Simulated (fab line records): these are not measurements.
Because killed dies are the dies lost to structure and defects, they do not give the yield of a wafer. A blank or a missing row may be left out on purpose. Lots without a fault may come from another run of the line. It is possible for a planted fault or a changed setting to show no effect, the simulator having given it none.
fab line records	flow nandHarc
[record] lots = 12	wafers = 36	lastDay = 34
route steps=1302 shown P_ZERO_WELL@18 P_STI@84 END@1302
lots with no fault: from the same line, run without faults
startH: start of the lot's first displayed wafer, in hours after the record's first day	waitH: hours elapsed since this lot's preceding step	" repeats the value in the row above	L1.1+2: a single row standing in for several wafers	- value missing, or start not given	* or withheld: withheld	< > ~ a bound
route shown NAME@n: a module of which the file shows steps, and the number in the route of the first	usual: mean/standard deviation of fault-free wafers	same: alike in all rows	chamber/n: place in a boat	sites: readings site by site	_std_site: standard deviation of those values	_edge_site: inner sites' mean taken away from outer sites' mean	radiusMm: how far each site lies from the wafer's centre	mask NAME#n: copy n	behind: the last tool/chamber to shape the wafer	hold: what put the lot on hold/how long, in hours/how the hold closed	device: the transistor (n, p or np) that didn't switch	end of line: the route-end tests of the same wafers	a step without rows: its recipe alone	killed: count of dies lost to structure and defects at first sort (not the wafer's yield)	map: a wafer's dies, marking killed ones x, the rest . and places with no die _
set.NAME: the run value of the setting; set.NAME@STEP: its run value at that earlier step	model.NAME: the simulator's own value behind a step, which no gauge read
steps of the route over a sample of lots; a table a step, a row a wafer
services: from which hour (startH, from the record's first day; less than 0 if before it) a tool's chamber was out of use, for how many hours, and why
[[steps]]
[step NHARC_P_ZERO_WELL_ETCH_62]
[recipe] targetDepthA = 130	timeS = 6.5	chf3FlowSccm = 50	arFlowSccm = 200	rfW = 500	biasW = 200	chemistry = CHF3/Ar
[usual] drypumpMotorCurrentA = 5.65/0.28	mfcArSccm = 199.9/0.53	oesProductAu = 0.963/0.014	rfVppV = 370.8/2.6	showerheadPlenumPTorr = 2.35/0.11	throttleValvePct = 20.218/0.008
lot.wafer	tool	chamber	startH	waitH	drypumpMotorCurrentA	mfcArSccm	oesProductAu	rfHoursCounterH	rfVppV	showerheadPlenumPTorr	throttleValvePct
L960.4	rieDiel-11	0	-	-	5.35	200.1	0.969	45	368.1	2.24	20.218
L960.6	"	2	"	"	5.83	200.1	0.983	-	367.0	2.21	20.213
L960.5	"	3	"	"	5.71	199.9	0.982	-	374.0	2.48	20.216
L961.1	rieDiel-02	2	-	-	6.02	200.2	0.948	1	371.2	2.31	20.215
L961.2	"	0	"	"	5.63	199.4	0.982	1	369.2	2.23	20.214
L961.5	"	2	"	"	6.02	200.5	0.949	-	369.8	2.31	20.209
L963.3	rieDiel-11	3	-	-	5.75	200.1	0.981	50	372.4	2.47	20.214
L963.1	"	2	"	"	5.78	199.2	0.987	55	367.3	2.20	20.225
L963.5	"	0	"	"	5.31	199.1	0.965	-	368.9	2.23	20.226
L966.2	rieDiel-11	0	-	-	5.33	200.8	0.950	3	367.4	2.23	20.196
L966.1	"	1	"	"	5.77	200.3	0.954	3	369.7	2.30	20.214
L966.5	"	3	"	"	5.71	200.8	0.967	-	372.3	2.47	20.204
L967.4	rieDiel-02	1	-	-	5.75	200.5	0.945	22	374.3	2.53	20.211
L967.3	"	3	"	"	5.24	199.3	0.955	21	372.6	2.43	20.223
L967.6	"	1	"	"	5.76	200.2	0.943	-	373.4	2.53	20.217
L968.2	rieDiel-02	0	-	-	5.63	200.4	0.975	22	367.2	2.23	20.235
L968.4	"	1	"	"	5.76	200.6	0.974	24	375.0	2.53	20.226
L968.6	"	2	"	"	6.04	200.0	0.962	-	369.5	2.30	20.217
L972.2	rieDiel-04	1	-	-	5.70	201.1	0.965	52	373.0	2.44	20.210
L972.4	"	1	"	"	5.74	200.1	0.972	-	373.6	2.44	20.217
L972.6	"	0	"	"	5.62	200.8	0.974	-	373.0	2.46	20.213
L973.1	rieDiel-04	0	-	-	5.64	200.0	0.981	59	373.8	2.45	20.232
L973.3	"	1	"	"	5.68	199.8	0.977	56	373.2	2.44	20.221
L973.4	"	3	"	"	4.98	199.1	0.966	60	370.6	2.33	20.216
L974.3	rieDiel-02	1	-	-	5.77	200.2	0.935	39	376.2	2.52	20.212
L974.1	"	0	"	"	5.66	200.4	0.938	36	368.0	2.22	20.212
L974.6	"	0	"	"	5.60	200.0	0.946	-	368.4	2.22	20.205
L978.2	rieDiel-11	2	-	-	5.81	200.4	0.953	39	367.9	2.19	20.215
L978.5	"	2	"	"	5.81	199.6	0.952	-	366.7	2.19	20.221
L978.6	"	3	"	"	5.73	200.2	0.944	-	373.4	2.46	20.217
L979.1	rieDiel-02	0	-	-	5.65	199.7	0.986	1	368.4	2.22	20.216
L979.2	"	1	"	"	5.78	199.2	0.968	1	375.8	2.52	20.211
L979.3	"	2	"	"	6.01	200.1	0.970	1	369.2	2.29	20.209
L980.2	rieDiel-02	1	-	-	5.81	199.7	0.975	5	372.8	2.51	20.219
L980.5	"	1	"	"	5.77	199.0	0.975	-	374.7	2.52	20.209
L980.6	"	2	"	"	6.01	199.6	0.963	-	370.8	2.29	20.216
[step NHARC_P_ZERO_WELL_EXPOSE_21]
[recipe] na = 0.6	targetCdNm = 720	doseMj = 22.31	maskId = P_NWELL
[usual] exposureDoseMJCm2 = 22.313/0.021	focusOffsetNm = 0.0/0.58	reticleTempC = 22.99/0.12
lot.wafer	tool	chamber	startH	waitH	mask	exposureDoseMJCm2	focusOffsetNm	reticleTempC
L960.4	krfScanner-03	0	42.36	-	P_NWELL#0	22.361	0.0	23.09
L960.5	"	0	"	"	P_NWELL#0	22.332	0.8	23.12
L960.6	"	0	"	"	P_NWELL#0	22.306	-0.3	22.97
L961.1	krfScanner-01	0	52.40	-	P_NWELL#0	22.303	0.6	23.02
L961.2	"	0	"	"	P_NWELL#0	22.297	-0.1	22.95
L961.5	"	0	"	"	P_NWELL#0	22.322	0.5	23.10
L963.1	krfScanner-04	0	72.44	-	P_NWELL#0	22.304	0.3	22.91
L963.3	"	0	"	"	P_NWELL#0	22.286	-0.1	23.09
L963.5	"	0	"	"	P_NWELL#0	22.276	-0.5	22.93
L966.1	krfScanner-01	-	102.59	-	P_NWELL#0	-	-	-
L966.2	"	-	"	"	P_NWELL#0	-	-	-
L966.5	"	-	"	"	P_NWELL#0	-	-	-
L967.3	krfScanner-03	-	112.67	-	P_NWELL#0	-	-	-
L967.4	"	-	"	"	P_NWELL#0	-	-	-
L967.6	"	-	"	"	P_NWELL#0	-	-	-
L968.2	krfScanner-03	-	122.18	-	P_NWELL#0	-	-	-
L968.4	"	-	"	"	P_NWELL#0	-	-	-
L968.6	"	-	"	"	P_NWELL#0	-	-	-
L972.2	krfScanner-01	0	162.35	-	P_NWELL#0	22.310	-0.5	22.99
L972.4	"	0	"	"	P_NWELL#0	22.297	-0.3	23.11
L972.6	"	0	"	"	P_NWELL#0	22.298	-0.1	23.13
L973.1	krfScanner-03	0	172.44	-	P_NWELL#0	22.309	0.4	23.26
L973.3	"	0	"	"	P_NWELL#0	22.293	-0.2	23.13
L973.4	"	0	"	"	P_NWELL#0	22.294	0.8	23.12
L974.1	krfScanner-01	0	182.46	-	P_NWELL#0	22.302	-1.5	22.90
L974.3	"	0	"	"	P_NWELL#0	22.327	0.3	22.88
L974.6	"	0	"	"	P_NWELL#0	22.325	-0.3	22.99
L978.2	krfScanner-03	0	222.42	-	P_NWELL#0	22.312	0.7	22.85
L978.5	"	0	"	"	P_NWELL#0	22.267	-0.1	22.99
L978.6	"	0	"	"	P_NWELL#0	22.284	0.5	22.86
L979.1	krfScanner-03	0	232.18	-	P_NWELL#0	22.311	0.0	23.22
L979.2	"	0	"	"	P_NWELL#0	22.311	0.0	23.23
L979.3	"	0	"	"	P_NWELL#0	22.293	0.2	23.14
L980.2	krfScanner-03	0	242.18	-	P_NWELL#0	22.327	0.0	23.00
L980.5	"	0	"	"	P_NWELL#0	22.330	-1.3	23.13
L980.6	"	0	"	"	P_NWELL#0	22.323	-0.3	22.93
[step NHARC_P_ZERO_WELL_CD_MEAS_24]
[recipe] targetCdNm = 720	landingEnergyEv = 500
[usual] cdNm = 719.3/1.3
lot.wafer	tool	chamber	startH	waitH	cdNm
L960.4	cdSem-01	0	42.50	-	719.7
L960.5	"	0	"	"	721.5
L960.6	"	0	"	"	721.3
L961.1	cdSem-01	0	52.55	-	715.1
L961.2	"	0	"	"	716.3
L961.5	"	0	"	"	717.5
L963.1	cdSem-02	0	72.60	-	720.0
L963.3	"	0	"	"	720.6
L963.5	"	0	"	"	721.5
L966.1	cdSem-02	0	102.75	-	-
L966.2	"	0	"	"	-
L966.5	"	0	"	"	-
L967.3	cdSem-03	0	112.82	-	-
L967.4	"	0	"	"	-
L967.6	"	0	"	"	-
L968.2	cdSem-03	0	122.33	-	-
L968.4	"	0	"	"	-
L968.6	"	0	"	"	-
L972.2	cdSem-03	0	162.50	-	717.8
L972.4	"	0	"	"	718.6
L972.6	"	0	"	"	719.4
L973.1	cdSem-01	0	172.59	-	720.2
L973.3	"	0	"	"	718.5
L973.4	"	0	"	"	719.9
L974.1	cdSem-01	0	182.61	-	720.3
L974.3	"	0	"	"	718.5
L974.6	"	0	"	"	719.4
L978.2	cdSem-01	0	222.58	-	720.1
L978.5	"	0	"	"	718.7
L978.6	"	0	"	"	719.3
L979.1	cdSem-03	0	232.34	-	719.7
L979.2	"	0	"	"	718.9
L979.3	"	0	"	"	720.5
L980.2	cdSem-01	0	242.35	-	719.6
L980.5	"	0	"	"	719.0
L980.6	"	0	"	"	719.6
[step NHARC_P_ZERO_WELL_INSPECT_43]
[usual] rawDefectCount = 13/5.7
lot.wafer	tool	chamber	startH	waitH	rawDefectCount
L960.4	defectInspect-02	-	47.51	0.2	9
L960.5	"	-	"	"	11
L960.6	"	-	"	"	15
L961.1	defectInspect-02	-	57.75	0.6	14
L961.2	"	-	"	"	7
L961.5	"	-	"	"	11
L963.1	defectInspect-02	-	77.56	0.6	16
L963.3	"	-	"	"	14
L963.5	"	-	"	"	14
L966.1	defectInspect-02	-	108.02	0.6	1057
L966.2	"	-	"	"	1121
L966.5	"	-	"	"	1088
L967.3	defectInspect-02	-	118.00	0.4	1062
L967.4	"	-	"	"	1055
L967.6	"	-	"	"	1117
L968.2	defectInspect-01	-	127.62	0.5	1088
L968.4	"	-	"	"	1125
L968.6	"	-	"	"	1083
L972.2	defectInspect-02	-	167.46	0.5	16
L972.4	"	-	"	"	15
L972.6	"	-	"	"	13
L973.1	defectInspect-02	-	177.93	0.6	8
L973.3	"	-	"	"	12
L973.4	"	-	"	"	11
L974.1	defectInspect-02	-	188.01	0.6	22
L974.3	"	-	"	"	16
L974.6	"	-	"	"	8
L978.2	defectInspect-01	-	227.69	0.5	19
L978.5	"	-	"	"	17
L978.6	"	-	"	"	9
L979.1	defectInspect-01	-	238.65	0.6	17
L979.2	"	-	"	"	15
L979.3	"	-	"	"	23
L980.2	defectInspect-01	-	247.47	0.5	8
L980.5	"	-	"	"	4
L980.6	"	-	"	"	6
[step NHARC_P_STI_OVL_MEAS_10]
[usual] overlayXNm = 1/5.4	overlayYNm = 0/5.1
lot.wafer	tool	chamber	startH	waitH	overlayXNm	overlayYNm
L960.4	overlay-01	-	67.23	-	-3	3
L960.5	"	-	"	"	-3	3
L960.6	"	-	"	"	-3	2
L961.1	overlay-02	-	75.63	-	7	3
L961.2	"	-	"	"	6	2
L961.5	"	-	"	"	7	3
L963.1	overlay-01	-	92.79	-	-1	-10
L963.3	"	-	"	"	-1	-10
L963.5	"	-	"	"	-1	-9
L972.2	overlay-02	-	184.05	-	4	-6
L972.4	"	-	"	"	5	-6
L972.6	"	-	"	"	4	-6
L973.1	overlay-02	-	192.68	-	0	-1
L973.3	"	-	"	"	0	-1
L973.4	"	-	"	"	0	-1
L974.1	overlay-01	-	203.27	-	-4	-5
L974.3	"	-	"	"	-3	-6
L974.6	"	-	"	"	-3	-6
L978.2	overlay-01	-	247.82	-	0	0
L978.5	"	-	"	"	0	0
L978.6	"	-	"	"	0	0
L979.1	overlay-01	-	254.40	-	6	3
L979.2	"	-	"	"	6	3
L979.3	"	-	"	"	6	3
L980.2	overlay-01	-	261.94	-	4	0
L980.5	"	-	"	"	4	-1
L980.6	"	-	"	"	4	-1
[step NHARC_P_STI_DESCUM_14]
[recipe] timeS = 3	o2FlowSccm = 200	arFlowSccm = 0	biasPowerW = 0	chemistry = O2
[usual] drypumpMotorCurrentA = 5.8/0.38	mfcArSccm = 0.002/0.0041	oesProductAu = 1.001/0.0084	rfVppV = 57.8/0.94	showerheadPlenumPTorr = 1.90/0.061	throttleValvePct = 11.310/0.0099
lot.wafer	tool	chamber	startH	waitH	drypumpMotorCurrentA	mfcArSccm	oesProductAu	rfHoursCounterH	rfVppV	showerheadPlenumPTorr	throttleValvePct
L960.4	rieDiel-09	0	67.41	-	5.9	0	0.988	5	58.6	2.00	11.306
L960.5	"	3	"	"	6.2	0	0.992	-	57.2	1.89	11.305
L960.6	"	0	"	"	5.9	0	0.995	-	59.1	2.00	11.299
L961.1	rieDiel-10	3	75.80	-	5.0	0.000	1.000	0	55.6	1.84	11.315
L961.2	"	0	"	"	5.7	0.009	1.003	0	58.2	1.96	11.314
L961.5	"	3	"	"	5.0	0.000	0.992	-	55.9	1.84	11.341
L963.1	rieDiel-06	1	92.97	-	5.6	0.013	0.990	12	56.5	1.94	11.306
L963.3	"	0	"	"	6.1	0.006	0.996	12	58.3	1.83	11.303
L963.5	"	1	"	"	5.6	0.013	0.999	-	58.0	1.94	11.316
L972.2	rieDiel-09	1	184.22	-	5.9	0	1.015	2	57.3	1.86	11.317
L972.4	"	2	"	"	6.0	0	1.013	2	57.1	1.92	11.308
L972.6	"	1	"	"	5.8	0	1.011	-	57.8	1.86	11.322
L973.3	rieDiel-09	0	192.86	-	5.9	0	0.994	2	58.1	2.00	11.290
L973.4	"	1	"	"	5.9	0	1.010	3	57.7	1.86	11.313
L973.1	"	2	"	"	6.0	0	1.009	3	57.6	1.92	11.295
L974.1	rieDiel-09	0	203.44	-	5.8	0	1.009	3	60.9	2.00	11.305
L974.3	"	3	"	"	6.1	0	1.004	3	57.1	1.88	11.325
L974.6	"	0	"	"	5.9	0	1.000	-	58.4	2.00	11.309
L978.2	rieDiel-06	0	248.00	-	6.1	0.006	1.006	9	58.2	1.82	11.326
L978.5	"	3	"	"	6.2	0	0.996	-	58.4	1.87	11.299
L978.6	"	0	"	"	6.1	0.006	0.997	-	58.1	1.82	11.331
L979.3	rieDiel-09	2	254.57	-	6.0	0	1.001	8	58.5	1.92	11.305
L979.1	"	0	"	"	5.8	0	1.005	6	57.3	1.99	11.302
L979.2	"	1	"	"	5.9	0	1.002	7	58.9	1.86	11.322
L980.2	rieDiel-06	3	262.12	-	6.2	0	1.007	10	58.8	1.87	11.303
L980.6	"	2	"	"	5.3	0	1.014	-	56.3	1.77	11.318
L980.5	"	3	"	"	6.2	0	1.001	-	56.8	1.87	11.316
[step NHARC_END_SORT_01]
[recipe] tempC = 25
[usual] killedAtArray = 62/16	killedAtOther = 0.8/1.1	killedAtPeriphery = 4/3.2	killedDies = 67/16	killedOpen = 3.5/1.9	killedShort = 2.1/1.5
[same] grossDies = 677
lot.wafer	tool	chamber	startH	waitH	killedAtArray	killedAtOther	killedAtPeriphery	killedDies	killedOpen	killedShort
L967.3	prober-01	0	673.78	3.1	63	0	614	677	1	3
L967.4	prober-01	0	674.58	3.4	65	1	611	677	3	2
L967.6	prober-01	0	676.18	4.0	60	0	617	677	5	0
// killed by level:class
L967.3 P_ZERO_WELL:areaExpose=611 A_CHANNEL_HOLE_D1:chamberFilmFlake=29 A_CHANNEL_HOLE_D2:chamberFilmFlake=23 A_CONTACT:chamberFilmFlake=4 A_CHANNEL_FILL_D1:chamberFilmFlake=2 A_CHANNEL_FILL_D1:geometricParticle:short=1 A_CHANNEL_HOLE_D2:geometricParticle:short=1 A_CONTACT:geometricParticle:open=1
L967.4 P_ZERO_WELL:areaExpose=608 A_CHANNEL_HOLE_D1:chamberFilmFlake=38 A_CHANNEL_HOLE_D2:chamberFilmFlake=13 A_CONTACT:chamberFilmFlake=6 A_STAIRCASE:chamberFilmFlake=2 A_WL_FILL:chamberFilmFlake=2 P_CONTACT:geometricParticle:open=1 A_ONON_D1:geometricParticle:short=1
L967.6 P_ZERO_WELL:areaExpose=612 A_CHANNEL_HOLE_D1:chamberFilmFlake=34 A_CHANNEL_HOLE_D2:chamberFilmFlake=14 A_SLIT:chamberFilmFlake=4 A_M0:geometricParticle:open=2 A_CONTACT:chamberFilmFlake=2 P_GATE:geometricParticle:open=1 P_M0:geometricParticle:open=1
[[services]]
tool	chamber	startH	hours	kind
rieDiel-09	-	39.62	0.7	repair
rieDiel-02	-	39.85	9.0	pm
rieDiel-06	3	39.86	8.3	repair
rieDiel-11	3	45.23	2.0	repair
rieDiel-09	1	47.84	13.2	repair
krfScanner-03	-	52.14	4.0	pm
rieDiel-09	-	70.67	0.4	repair
rieDiel-06	1	72.21	3.9	repair
rieDiel-11	-	81.05	9.0	pm
rieDiel-09	-	99.84	0.5	repair
rieDiel-06	-	113.53	0.4	repair
rieDiel-02	0	126.83	16.6	repair
rieDiel-02	1	135.23	5.7	repair
krfScanner-01	-	140.00	4.0	pm
rieDiel-11	-	140.51	2.1	repair
rieDiel-09	-	143.10	9.0	pm
rieDiel-02	3	178.09	4.6	repair
rieDiel-09	0	178.64	4.3	repair
rieDiel-02	2	215.23	5.5	repair
rieDiel-02	-	216.85	9.0	pm
krfScanner-03	-	224.14	4.0	pm
rieDiel-09	0	226.41	1.3	repair
krfScanner-01	-	230.86	0.5	repair
rieDiel-11	-	258.05	9.0	pm
[[key]]
[firstSign] step = NHARC_P_ZERO_WELL_EXPOSE_21	reading = toolRecord	direction = missing
[effect] step = NHARC_P_ZERO_WELL_CD_MEAS_24	reading = cdNm	direction = missing
[effect] step = NHARC_P_ZERO_WELL_INSPECT_43	reading = rawDefectCount	direction = up	sigmas = 99+	usual = 13	struck = 1088
[effect] step = NHARC_END_SORT_01	reading = killedAtPeriphery	direction = up	sigmas = 99+	usual = 4	struck = 614
[moreKillsBornAt] NHARC_P_ZERO_WELL_EXPOSE_21@krfScanner-03 = 1831
metAt NHARC_P_ZERO_WELL_EXPOSE_21
struckLots L966,L967,L968
rowsEnd L966.1,L966.2,L966.5,L968.2,L968.4,L968.6
laterRowsLeftOut L967.3,L967.4,L967.6
testerLeftOut L967
notActingAt NHARC_P_ZERO_WELL_ETCH_62,NHARC_P_STI_OVL_MEAS_10,NHARC_P_STI_DESCUM_14
onsetBetween 52.40 102.59
[fault] kind = skippedStepWhole	tool = krfScanner-01,krfScanner-03	chamber = -	onsetH = 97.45	steps = NHARC_P_ZERO_WELL_EXPOSE_21	scope = struckLotsOnly
// testerLeftOut: of these lots the tester's yield and bins aren't shown, on N5 and GAA mostly nor the transistor test; their killed dies are dies lost to structure and defects alone, not to doping, threshold or leakage, so they don't give the yield
// laterRowsLeftOut: the simulator's readings of these wafers behind a module that went badly wrong aren't trusted and aren't shown, but for the sort
// rowsEnd: these wafers met a further fault down the route, and their rows from its step on are left out
